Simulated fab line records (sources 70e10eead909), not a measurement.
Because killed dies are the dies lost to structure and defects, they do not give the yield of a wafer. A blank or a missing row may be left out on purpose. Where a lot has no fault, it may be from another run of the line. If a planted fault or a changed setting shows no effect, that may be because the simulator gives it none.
The tool behind it: which one? / flow nand-harc / 18 wafers sampled from 6 lots at 1 step of a route of 1159

== WHAT EACH GAUGE READ, for each wafer ==
NHARC_A_CONTACT_CD_MEAS_80.
lot=L467; measured=day 17 05:11; on=cd-sem-02; cd-nm (nm)=189.6 189.1 189.8
lot=L470; measured=day 18 02:23; on=cd-sem-02; cd-nm (nm)=189.9 189.5 190.3
lot=L473; measured=day 18 19:42; on=cd-sem-02; cd-nm (nm)=190.5 190.1 190.4
lot=L475; measured=day 19 08:31; on=cd-sem-02; cd-nm (nm)=191.3 190.4 190.6
lot=L476; measured=day 20 03:51; on=cd-sem-01; cd-nm (nm)=189.3 190.0 190.0
lot=L483; measured=day 20 23:50; on=cd-sem-01; cd-nm (nm)=190.8 190.7 190.6

== TOOL THAT RAN EACH LOT (tool first, then ch and the chambers of the sampled wafers, then the start) ==
There is no process step in the record ahead of these readings.

== THE ANSWER, worked out from the rows above alone ==
Rule: the usual values come from the lots themselves. The widest of any qualifying gaps counts: lots, ordered by their means at a reading, are off when they make up no more than a third of the lots, leave a main group of 4 or more, and stand apart from it by 3 or more times the standard deviation of that group's means. The tables above print the reading to a certain number of digits; a main group whose means all agree to those digits is not used. A lot without any number at a reading at which 4 lots or more have one is off too. Where the step has rows for the other lots, those lots are counted as sound.
No lot is off at any reading shown: from this, nothing can be told.

== WHAT THE SIMULATOR HAD PUT IN ==
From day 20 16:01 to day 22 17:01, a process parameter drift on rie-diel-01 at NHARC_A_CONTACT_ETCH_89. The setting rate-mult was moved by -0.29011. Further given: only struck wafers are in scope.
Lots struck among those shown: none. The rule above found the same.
